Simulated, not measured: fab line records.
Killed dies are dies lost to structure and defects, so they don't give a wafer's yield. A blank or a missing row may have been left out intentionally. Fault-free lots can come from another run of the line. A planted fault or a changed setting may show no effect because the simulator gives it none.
The tool behind it: which one? + flow n5-finfet + 10 lots with 28 wafers sampled at 5 steps, on a route of 1938 steps

WHAT THE GAUGES SHOWED, per wafer
N5_MOL_CONTACT_COAG_CD_MEAS_101 targets a cd of 16 nm. Usual: cd-nm 16.0 nm, standard deviation 0.32.
| lot  | measured     | on        | cd-nm (nm)     | flag |
|------|--------------|-----------|----------------|------|
| L691 | day 5 14:47  | cd-sem-01 | 16.1 16.3 16.2 |      |
| L693 | day 5 22:42  | cd-sem-02 | 16.3 16.4      |      |
| L695 | day 6 14:47  | cd-sem-01 | 15.8 16.2 16.1 |      |
| L698 | day 7 05:18  | cd-sem-02 | 15.6 16.0 16.4 |      |
| L702 | day 8 03:37  | cd-sem-03 | 15.9 16.2 16.3 |      |
| L703 | day 8 10:29  | cd-sem-01 | 16.0 15.8 16.2 |      |
| L704 | day 8 20:18  | cd-sem-01 | 15.9 15.5 16.0 |      |
| L707 | day 9 11:51  | cd-sem-02 | 16.1 16.2      |      |
| L710 | day 10 03:22 | cd-sem-01 | 16.3 16.2 16.0 |      |
| L713 | day 11 00:56 | cd-sem-01 | 16.2 15.8 15.8 |      |

N5_BEOL_M0_SAQP_THK_MEAS_05. Usual: thk-nm 60.0 nm, standard deviation 0.74.
| lot  | measured     | on            | thk-nm (nm)    | flag |
|------|--------------|---------------|----------------|------|
| L691 | day 5 21:17  | film-metro-01 | 59.7 59.9 60.9 |      |
| L693 | day 6 03:43  | film-metro-01 | 59.7 59.6      |      |
| L695 | day 6 19:52  | film-metro-01 | 60.4 61.0 61.3 |      |
| L698 | day 7 11:29  | film-metro-02 | 58.8 60.3 60.2 |      |
| L702 | day 8 11:04  | film-metro-01 | 59.2 59.2 59.3 |      |
| L703 | day 8 16:50  | film-metro-02 | 59.6 60.0 60.6 |      |
| L704 | day 9 00:53  | film-metro-02 | 60.5 60.4 60.9 |      |
| L707 | day 9 18:22  | film-metro-02 | 59.8 60.8      |      |
| L710 | day 10 10:57 | film-metro-02 | 60.5 59.8 60.5 |      |
| L713 | day 11 09:25 | film-metro-01 | 59.0 60.4 60.6 |      |

N5_BEOL_M4_RC_MEAS_101. Usual: DIBL_N 36.5 mV/V, standard deviation 1.9; DIBL_P 36.4 mV/V, standard deviation 2.2; IOFF_N 0.17 nA/um, standard deviation 0.034; IOFF_P 0.21 nA/um, standard deviation 0.036; ION_N 678 uA/um, standard deviation 12; ION_P 462 uA/um, standard deviation 7.1; SS_N 71.7 mV/dec, standard deviation 0.61; SS_P 73.4 mV/dec, standard deviation 0.71; VT_N 249 mV, standard deviation 3.5; VT_P -251 mV, standard deviation 3.
| lot  | measured     | on        | DIBL_N (mV/V)  | DIBL_P (mV/V)  | IOFF_N (nA/um) | IOFF_P (nA/um) | ION_N (uA/um) | ION_P (uA/um) | SS_N (mV/dec)  | SS_P (mV/dec)  | VT_N (mV)   | VT_P (mV)      | flag |
|------|--------------|-----------|----------------|----------------|----------------|----------------|---------------|---------------|----------------|----------------|-------------|----------------|------|
| L691 | day 8 17:21  | prober-02 | 37.6 40.3 36.1 | 37.9 40.5 35.1 | 0.16 0.23 0.15 | 0.23 0.27 0.18 | 671 691 666   | 455 471 453   | 71.6 71.8 70.9 | 73.9 75.4 73.0 | 248 243 251 | -250 -247 -253 |      |
| L693 | day 9 16:39  | prober-01 | 32.0 36.2      | 31.3 37.0      | 0.11 0.19      | 0.16 0.25      | 660 694       | 462 475       | 70.6 71.7      | 72.4 73.5      | 256 246     | -253 -248      |      |
| L695 | day 9 17:25  | prober-02 | 38.1 35.4 39.0 | 38.5 33.8 39.9 | 0.20 0.14 0.22 | 0.25 0.18 0.28 | 687 670 688   | 464 456 473   | 71.9 71.4 72.3 | 73.6 72.7 74.6 | 246 251 245 | -249 -252 -248 |      |
| L698 | day 10 21:35 | prober-01 | 36.3 36.0 35.0 | 34.0 33.9 32.9 | 0.13 0.13 0.12 | 0.17 0.16 0.16 | 664 671 658   | 456 453 458   | 70.8 70.9 71.3 | 72.6 73.0 72.2 | 253 252 256 | -258 -255 -256 |      |
| L702 | day 12 12:31 | prober-01 | 38.7 37.4 39.8 | 36.9 35.4 39.0 | 0.17 0.15 0.20 | 0.20 0.18 0.24 | 686 657 690   | 460 455 466   | 71.9 71.2 72.5 | 73.5 73.8 74.3 | 248 254 249 | -252 -254 -252 |      |
| L703 | day 13 01:29 | prober-01 | 37.5 38.6 37.2 | 36.2 39.0 37.2 | 0.16 0.19 0.16 | 0.18 0.22 0.19 | 668 682 672   | 446 451 452   | 72.7 71.7 72.5 | 73.4 73.4 73.2 | 253 247 254 | -259 -252 -253 |      |
| L704 | day 12 18:41 | prober-02 | 39.9 35.5 37.2 | 40.4 34.8 36.8 | 0.25 0.16 0.18 | 0.28 0.19 0.23 | 707 663 674   | 470 453 462   | 72.9 71.0 72.1 | 75.2 73.6 74.4 | 245 251 249 | -248 -251 -249 |      |
| L707 | day 13 11:59 | prober-01 | 36.4 36.3      | 37.1 36.7      | 0.16 0.17      | 0.21 0.21      | 674 700       | 459 474       | 71.1 71.9      | 73.2 73.1      | 250 247     | -251 -251      |      |
| L710 | day 14 06:35 | prober-01 | 38.7 36.4 35.9 | 38.4 35.0 34.8 | 0.20 0.16 0.14 | 0.27 0.21 0.20 | 687 684 678   | 466 465 468   | 72.4 71.9 71.1 | 74.0 73.6 73.4 | 247 249 252 | -246 -250 -253 |      |
| L713 | day 15 11:43 | prober-01 | 36.4 34.1 34.1 | 35.3 32.6 32.6 | 0.16 0.13 0.13 | 0.21 0.17 0.18 | 669 673 676   | 459 464 466   | 71.8 71.4 71.1 | 73.7 72.4 73.0 | 250 253 251 | -250 -253 -252 |      |

WHAT TOOL EACH LOT RAN ON (gives the tool, then ch and the chambers of the sampled wafers, and finally the start)
| lot  | N5_MOL_CONTACT_COAG_ETCH_124       | N5_BEOL_M0_SAQP_EXPOSE_11          |
|------|------------------------------------|------------------------------------|
| L691 | rie-diel-04 ch 0,3, day 5 14:28    | arfi-scanner-03 ch 0, day 5 21:39  |
| L693 | rie-diel-03 ch 0,3, day 5 22:23    | arfi-scanner-01 ch 0, day 6 04:05  |
| L695 | rie-diel-03 ch 1,2,3, day 6 14:27  | arfi-scanner-01 ch 0, day 6 20:06  |
| L698 | rie-diel-03 ch 1,2,3, day 7 04:58  | arfi-scanner-03 ch 0, day 7 11:43  |
| L702 | rie-diel-01 ch 0,3, day 8 03:18    | arfi-scanner-03 ch 0, day 8 11:25  |
| L703 | rie-diel-03 ch 0,1, day 8 10:09    | arfi-scanner-03 ch 0, day 8 17:04  |
| L704 | rie-diel-03 ch 2,3, day 8 19:58    | arfi-scanner-01 ch 0, day 9 01:14  |
| L707 | rie-diel-04 ch 1, day 9 11:32      | arfi-scanner-01 ch 0, day 9 18:44  |
| L710 | rie-diel-04 ch 0,2,3, day 10 03:02 | arfi-scanner-02 ch 0, day 10 11:18 |
| L713 | rie-diel-03 ch 0,3, day 11 00:34   | arfi-scanner-01 ch 0, day 11 09:46 |
- N5_MOL_CONTACT_COAG_ETCH_124: etches SiNx in CH3F/O2, stops on SiOC, target depth 6.5 nm.
- N5_BEOL_M0_SAQP_EXPOSE_11: exposes mask M0 CORE, target cd 42 nm.

WHAT THE TOOLS THEMSELVES READ (means of the sampled wafers that have a number; where no wafer has one, the mark that the record gives instead)
N5_MOL_CONTACT_COAG_ETCH_124. Usual: drypump-motor-current-A 5.5 A, standard deviation 0.36; oes-product-au 0.70 a.u., standard deviation 0.071; rf-vpp-V 296 V, standard deviation 5.6; showerhead-plenum-p-Torr 2.01 Torr, standard deviation 0.082; throttle-valve-pct 16.26 %, standard deviation 0.22.
| lot  | tool        | drypump-motor-current-A (A) | oes-product-au (a.u.) | rf-vpp-V (V) | showerhead-plenum-p-Torr (Torr) | throttle-valve-pct (%) | flag |
|------|-------------|-----------------------------|-----------------------|--------------|---------------------------------|------------------------|------|
| L691 | rie-diel-04 | 5.4                         | 0.59                  | 294          | 1.95                            | 16.69                  |      |
| L693 | rie-diel-03 | 5.5                         | 0.69                  | 300          | 2.02                            | 16.18                  |      |
| L695 | rie-diel-03 | 5.5                         | 0.71                  | 294          | 2.06                            | 16.13                  |      |
| L698 | rie-diel-03 | 5.4                         | 0.70                  | 294          | 2.06                            | 16.14                  |      |
| L702 | rie-diel-01 | 5.3                         | 0.78                  | 299          | 1.99                            | 16.14                  |      |
| L703 | rie-diel-03 | 5.3                         | 0.73                  | 301          | 2.07                            | 16.07                  |      |
| L704 | rie-diel-03 | 5.5                         | 0.65                  | 292          | 1.99                            | 16.33                  |      |
| L707 | rie-diel-04 | 6.5                         | 0.73                  | 300          | 1.96                            | 16.55                  |      |
| L710 | rie-diel-04 | 5.4                         | 0.76                  | 294          | 2.04                            | 16.20                  |      |
| L713 | rie-diel-03 | 5.4                         | 0.65                  | 302          | 1.98                            | 16.27                  |      |

N5_BEOL_M0_SAQP_EXPOSE_11. Usual: exposure-dose-mJ-cm2 55.05, standard deviation 0.2; reticle-temp-C 22.98 C, standard deviation 0.093; stage-vel-mm-s 499.97 mm/s, standard deviation 0.25.
| lot  | tool            | exposure-dose-mJ-cm2 | reticle-temp-C (C) | stage-vel-mm-s (mm/s) | flag |
|------|-----------------|----------------------|--------------------|-----------------------|------|
| L691 | arfi-scanner-03 | 54.99                | 23.06              | 500.00                |      |
| L693 | arfi-scanner-01 | 55.00                | 22.95              | 500.01                |      |
| L695 | arfi-scanner-01 | 54.92                | 22.93              | 499.97                |      |
| L698 | arfi-scanner-03 | 54.90                | 23.11              | 499.80                |      |
| L702 | arfi-scanner-03 | 53.87                | 22.98              | 500.25                | OFF  |
| L703 | arfi-scanner-03 | 54.04                | 23.03              | 499.93                | OFF  |
| L704 | arfi-scanner-01 | 55.01                | 22.98              | 499.71                |      |
| L707 | arfi-scanner-01 | 54.94                | 23.07              | 500.27                |      |
| L710 | arfi-scanner-02 | 54.88                | 22.89              | 499.90                |      |
| L713 | arfi-scanner-01 | 54.97                | 23.04              | 499.94                |      |

THE ANSWER, worked out from the rows above alone
Rule: lot off if the mean of its wafers having a number is beyond 3 standard deviations from the usual mean. A lot without any number at a reading at which 4 lots or more have one is off too. Any other lot the step has rows for is counted as sound. The gauges are gone through in route order, then the tools' own readings, and for those a lot's mean is taken as printed above. The first step at which some lot is off is used, and at that step the reading that is off furthest; a lot without a number counts as furthest.
Off: L702, L703, at N5_BEOL_M0_SAQP_EXPOSE_11 (exposure-dose-mJ-cm2).
A tool fits if, at that step or a process step before it, it ran every lot that is off, and no sound lot after the first of them. One fits: N5_BEOL_M0_SAQP_EXPOSE_11 on arfi-scanner-03. Its last sound lot is L698 (day 7 11:43), its first lot that is off L702 (day 8 11:25): a fault that began between those two fits.
On the lots that are off, the tool's own readings at N5_BEOL_M0_SAQP_EXPOSE_11 differ by more than 5 times the standard deviation of the sound lots' means, which bears it out; exposure-dose-mJ-cm2 reads 53.95 there versus 54.95 on the sound lots.

WHAT THE SIMULATOR HAD INSERTED
Process parameters drifting: arfi-scanner-03 at N5_BEOL_M0_SAQP_EXPOSE_11, beginning at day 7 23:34. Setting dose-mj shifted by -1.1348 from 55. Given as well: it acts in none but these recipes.
Struck lots among those shown: L702, L703. The same result came from the rule above.
